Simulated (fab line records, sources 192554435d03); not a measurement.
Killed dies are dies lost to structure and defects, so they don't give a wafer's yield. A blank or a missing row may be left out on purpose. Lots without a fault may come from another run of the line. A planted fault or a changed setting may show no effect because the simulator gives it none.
Which tool did it? | flow n5_finfet | 10 lots, 29 wafers sampled, at 5 steps of a route of 1938

WHAT THE GAUGES READ, wafer by wafer
The record holds no reading of a measuring or inspecting step that can be judged against a usual standard deviation.

WHICH TOOL RAN EACH LOT (tool, then ch and the chambers of the sampled wafers, then the start)
lot  | N5_BEOL_M10_CMP_52            | N5_BEOL_M11_DESCUM_16              | N5_BEOL_M11_ETCH_61                | N5_BEOL_M11_STRIP_67               | N5_PASSIVATION_PROBE_49
L708 | cmp-02 ch 0,1,3, day 10 07:32 | rie_diel-02 ch 1,3, day 10 10:16   | rie_diel-02 ch 1,3, day 10 10:17   | rie_diel-02 ch 1,3, day 10 10:29   | prober-01, day 12 05:53
L711 | cmp-01 ch 0,1,2, day 11 05:48 | rie_diel-03 ch 1,2,3, day 11 08:53 | rie_diel-03 ch 1,2,3, day 11 08:55 | rie_diel-03 ch 1,2,3, day 11 09:07 | prober-02, day 13 12:17
L713 | cmp-01 ch 0,1,2, day 11 12:00 | rie_diel-03 ch 1,2, day 11 15:24   | rie_diel-03 ch 1,2, day 11 15:26   | rie_diel-03 ch 1,2, day 11 15:38   | prober-01, day 13 15:12
L714 | cmp-01 ch 1,2,3, day 11 13:38 | rie_diel-02 ch 1,3, day 11 16:22   | rie_diel-02 ch 1,3, day 11 16:25   | rie_diel-02 ch 1,3, day 11 16:42   | prober-01, day 13 10:32
L715 | cmp-01 ch 2,3, day 11 15:04   | rie_diel-03 ch 0,2,3, day 11 18:41 | rie_diel-03 ch 0,2,3, day 11 18:43 | rie_diel-03 ch 0,2,3, day 11 18:55 | prober-01, day 13 22:18
L717 | cmp-01 ch 0,2, day 12 14:21   | rie_diel-03 ch 1,2, day 12 17:44   | rie_diel-03 ch 1,2, day 12 17:46   | rie_diel-03 ch 1,2, day 12 17:58   | prober-01, day 14 14:23
L724 | cmp-04 ch 1,3, day 14 00:40   | rie_diel-02 ch 0,2,3, day 14 03:13 | rie_diel-02 ch 0,2,3, day 14 03:14 | rie_diel-02 ch 0,2,3, day 14 03:26 | prober-01, day 16 16:57
L723 | cmp-04 ch 0,3, day 14 07:59   | rie_diel-02 ch 1,3, day 14 10:19   | rie_diel-02 ch 1,3, day 14 10:22   | rie_diel-02 ch 1,3, day 14 10:33   | prober-01, day 16 13:41
L725 | cmp-02 ch 0,2,3, day 14 11:18 | rie_diel-01 ch 0,3, day 14 15:11   | rie_diel-01 ch 0,3, day 14 15:14   | rie_diel-01 ch 0,3, day 14 15:32   | prober-01, day 16 23:57
L728 | cmp-04 ch 0,1, day 15 17:00   | rie_diel-02 ch 2,3, day 15 18:47   | rie_diel-02 ch 2,3, day 15 18:49   | rie_diel-02 ch 2,3, day 15 19:01   | prober-02, day 17 22:07
- N5_BEOL_M10_CMP_52: polishes, stops on SiCOH lowk, t overpolish 7 s, target thk 140 nm.
- N5_BEOL_M11_DESCUM_16: chemistry O2, time 7.9 s.
- N5_BEOL_M11_ETCH_61: etches SiARC in CF4, target depth 39 nm, time 65 s.
- N5_BEOL_M11_STRIP_67: strips in CF4.
- N5_PASSIVATION_PROBE_49

WHAT THE TOOLS THEMSELVES READ (means of the sampled wafers that have a number; where no wafer has one, the mark that the record gives instead)
N5_BEOL_M10_CMP_52. Usual: barrier_field_endpoint_s 28.8 s, standard deviation 0.82; motor_current_A 6.2 A, standard deviation 0.67; overpolish_run_s 7.000 s, standard deviation 0.0089; time_to_endpoint_s 66 s, standard deviation 3.8.
lot  | tool   | barrier_field_endpoint_s (s) | motor_current_A (A) | overpolish_run_s (s) | time_to_endpoint_s (s) | flag
L708 | cmp-02 | 28.6                         | 6.7                 | 6.999                | 61                     |
L711 | cmp-01 | 27.9                         | 5.7                 | 7.003                | 63                     |
L713 | cmp-01 | 29.1                         | 5.7                 | 7.000                | 67                     |
L714 | cmp-01 | 28.1                         | 5.7                 | 7.007                | 63                     |
L715 | cmp-01 | 29.6                         | 6.1                 | 7.006                | 66                     |
L717 | cmp-01 | 29.2                         | 5.7                 | 6.992                | 68                     |
L724 | cmp-04 | 29.4                         | 7.0                 | 6.995                | 68                     |
L723 | cmp-04 | 28.9                         | 5.6                 | 6.997                | 65                     |
L725 | cmp-02 | 28.5                         | 6.6                 | 7.004                | 66                     |
L728 | cmp-04 | 29.2                         | 7.1                 | 7.001                | 67                     |

N5_BEOL_M11_DESCUM_16. Usual: drypump_motor_current_A 5.9 A, standard deviation 0.49; oes_product_au 0.77 a.u., standard deviation 0.085; rf_vpp_V 243.6 V, standard deviation 1.3; showerhead_plenum_p_Torr 2.12 Torr, standard deviation 0.06; temp_c 40.01 C, standard deviation 0.11; throttle_valve_pct 20.40 %, standard deviation 0.18.
lot  | tool        | drypump_motor_current_A (A) | oes_product_au (a.u.) | rf_vpp_V (V) | showerhead_plenum_p_Torr (Torr) | temp_c (C) | throttle_valve_pct (%) | flag
L708 | rie_diel-02 | 5.6                         | 0.87                  | 244.4        | 2.19                            | 40.11      | 20.19                  |
L711 | rie_diel-03 | 5.6                         | 0.76                  | 243.8        | 2.12                            | 39.87      | 20.41                  |
L713 | rie_diel-03 | 5.7                         | 0.77                  | 243.5        | 2.11                            | 40.02      | 20.32                  |
L714 | rie_diel-02 | 5.7                         | 0.79                  | 243.8        | 2.14                            | 40.04      | 20.26                  |
L715 | rie_diel-03 | 5.8                         | 0.77                  | 243.6        | 2.10                            | 39.95      | 20.45                  |
L717 | rie_diel-03 | 5.5                         | 0.78                  | 243.3        | 2.09                            | 40.02      | 20.27                  |
L724 | rie_diel-02 | 5.7                         | 0.84                  | 244.6        | 2.14                            | 39.85      | 20.32                  |
L723 | rie_diel-02 | 5.7                         | 0.77                  | 243.7        | 2.13                            | 39.97      | 20.30                  |
L725 | rie_diel-01 | 6.0                         | 0.80                  | 243.1        | 2.09                            | 40.01      | 20.39                  |
L728 | rie_diel-02 | 6.2                         | 0.93                  | 243.0        | 2.11                            | 40.06      | 20.19                  |

N5_BEOL_M11_ETCH_61. Usual: drypump_motor_current_A 5.9 A, standard deviation 0.49; etch_rf_on_time_s 65.1 s, standard deviation 1.3; oes_product_au 0.66 a.u., standard deviation 0.075; rf_vpp_V 184.4 V, standard deviation 0.97; showerhead_plenum_p_Torr 2.17 Torr, standard deviation 0.056; throttle_valve_pct 15.60 %, standard deviation 0.2.
lot  | tool        | drypump_motor_current_A (A) | etch_rf_on_time_s (s) | oes_product_au (a.u.) | rf_vpp_V (V) | showerhead_plenum_p_Torr (Torr) | throttle_valve_pct (%) | flag
L708 | rie_diel-02 | 5.6                         | 64.7                  | 0.75                  | 185.3        | 2.23                            | 15.28                  |
L711 | rie_diel-03 | 5.6                         | 65.7                  | 0.64                  | 183.6        | 2.18                            | 15.69                  |
L713 | rie_diel-03 | 5.7                         | 65.7                  | 0.65                  | 184.7        | 2.19                            | 15.71                  |
L714 | rie_diel-02 | 5.7                         | 64.8                  | 0.68                  | 183.9        | 2.17                            | 15.35                  |
L715 | rie_diel-03 | 5.9                         | 71.1                  | 0.63                  | 183.7        | 2.16                            | 15.63                  | OFF
L717 | rie_diel-03 | 5.5                         | 73.6                  | 0.61                  | 184.8        | 2.17                            | 15.67                  | OFF
L724 | rie_diel-02 | 5.7                         | 65.5                  | 0.72                  | 184.3        | 2.18                            | 15.45                  |
L723 | rie_diel-02 | 5.7                         | 64.5                  | 0.66                  | 185.1        | 2.16                            | 15.39                  |
L725 | rie_diel-01 | 6.0                         | 63.4                  | 0.68                  | 184.3        | 2.15                            | 15.72                  |
L728 | rie_diel-02 | 6.1                         | 64.3                  | 0.79                  | 183.9        | 2.15                            | 15.32                  |

N5_BEOL_M11_STRIP_67. Usual: drypump_motor_current_A 5.9 A, standard deviation 0.49; oes_product_au 0.77 a.u., standard deviation 0.083; rf_vpp_V 271.6 V, standard deviation 1.2; showerhead_plenum_p_Torr 1.82 Torr, standard deviation 0.047; throttle_valve_pct 13.58 %, standard deviation 0.22.
lot  | tool        | drypump_motor_current_A (A) | oes_product_au (a.u.) | rf_vpp_V (V) | showerhead_plenum_p_Torr (Torr) | throttle_valve_pct (%) | flag
L708 | rie_diel-02 | 5.7                         | 0.88                  | 271.2        | 1.86                            | 13.23                  |
L711 | rie_diel-03 | 5.6                         | 0.76                  | 271.7        | 1.82                            | 13.66                  |
L713 | rie_diel-03 | 5.7                         | 0.77                  | 272.1        | 1.83                            | 13.67                  |
L714 | rie_diel-02 | 5.7                         | 0.79                  | 271.9        | 1.81                            | 13.32                  |
L715 | rie_diel-03 | 5.9                         | 0.77                  | 271.0        | 1.80                            | 13.62                  |
L717 | rie_diel-03 | 5.5                         | 0.78                  | 270.1        | 1.81                            | 13.62                  |
L724 | rie_diel-02 | 5.7                         | 0.84                  | 271.9        | 1.82                            | 13.40                  |
L723 | rie_diel-02 | 5.7                         | 0.77                  | 271.6        | 1.81                            | 13.37                  |
L725 | rie_diel-01 | 6.0                         | 0.79                  | 271.5        | 1.82                            | 13.70                  |
L728 | rie_diel-02 | 6.2                         | 0.92                  | 272.1        | 1.80                            | 13.24                  |

N5_PASSIVATION_PROBE_49. Usual: defect_limited_yield 91.3 %, standard deviation 1.5; killed_at_M0_to_M3 35, standard deviation 10; killed_at_M4_up 12, standard deviation 4.6; killed_at_contacts 13, standard deviation 6.6; killed_at_front_end 39, standard deviation 11; killed_at_other 4, standard deviation 3.4; killed_dies 103, standard deviation 17; killed_on_rim 14, standard deviation 4.1; killed_open 67, standard deviation 13; killed_short 35, standard deviation 8.2; sort_bin_5_function 5.1 %, standard deviation 0.94; sort_bin_6_memory 3.2 %, standard deviation 0.7; sort_n_pass 1077, standard deviation 17; sort_yield_pct 91.3 %, standard deviation 1.5.
lot  | tool      | defect_limited_yield (%) | killed_at_M0_to_M3 | killed_at_M4_up | killed_at_contacts | killed_at_front_end | killed_at_other | killed_dies | killed_on_rim | killed_open | killed_short | sort_bin_5_function (%) | sort_bin_6_memory (%) | sort_n_pass | sort_yield_pct (%) | flag
L708 | prober-01 | 92.1                     | 35                 | 10              | 12                 | 36                  | 1               | 93          | 8             | 59          | 31           | 4.6                     | 2.9                   | 1087        | 92.1               |
L711 | prober-02 | 90.9                     | 41                 | 10              | 11                 | 43                  | 2               | 107         | 13            | 71          | 36           | 5.2                     | 3.7                   | 1073        | 90.9               |
L713 | prober-01 | 91.3                     | 35                 | 15              | 12                 | 38                  | 3               | 103         | 16            | 63          | 39           | 4.7                     | 3.3                   | 1077        | 91.3               |
L714 | prober-01 | 91.8                     | 32                 | 12              | 10                 | 38                  | 5               | 97          | 13            | 71          | 24           | 5.2                     | 2.8                   | 1083        | 91.8               |
L715 | prober-01 | 89.6                     | 45                 | 11              | 12                 | 48                  | 6               | 122         | 12            | 77          | 45           | 6.0                     | 4.0                   | 1058        | 89.6               |
L717 | prober-01 | 90.2                     | 35                 | 12              | 15                 | 50                  | 3               | 116         | 20            | 76          | 38           | 5.6                     | 3.7                   | 1064        | 90.2               |
L724 | prober-01 | 91.0                     | 32                 | 8               | 16                 | 44                  | 6               | 106         | 13            | 59          | 45           | 5.7                     | 3.0                   | 1074        | 91.0               |
L723 | prober-01 | 92.7                     | 29                 | 12              | 8                  | 33                  | 3               | 86          | 11            | 60          | 26           | 4.5                     | 2.6                   | 1094        | 92.7               |
L725 | prober-01 | 92.2                     | 33                 | 14              | 11                 | 31                  | 2               | 92          | 9             | 59          | 31           | 4.6                     | 2.7                   | 1088        | 92.2               |
L728 | prober-02 | 93.3                     | 32                 | 9               | 8                  | 27                  | 3               | 79          | 9             | 52          | 27           | 4.0                     | 2.6                   | 1101        | 93.3               |

THE ANSWER, worked out from the rows above alone
Rule: a lot is off if the mean of its wafers that have a number lies more than 3 standard deviations from the usual mean. A lot without any number at a reading at which 4 lots or more have one is off too. The other lots that the step has rows for count as sound. The gauges are gone through in route order, then the tools' own readings, and for those a lot's mean is taken as printed above. The first step at which some lot is off is used, and at that step the reading that is off furthest; a lot without a number counts as furthest.
Off: L715, L717, at N5_BEOL_M11_ETCH_61 (etch_rf_on_time_s).
A tool fits if, at that step or a process step before it, it ran every lot that is off, and no sound lot after the first of them. Can't be told from this: 2 tools fit, cmp-01 at N5_BEOL_M10_CMP_52, rie_diel-03 at N5_BEOL_M11_DESCUM_16 and N5_BEOL_M11_ETCH_61.

WHAT THE SIMULATOR HAD PUT IN
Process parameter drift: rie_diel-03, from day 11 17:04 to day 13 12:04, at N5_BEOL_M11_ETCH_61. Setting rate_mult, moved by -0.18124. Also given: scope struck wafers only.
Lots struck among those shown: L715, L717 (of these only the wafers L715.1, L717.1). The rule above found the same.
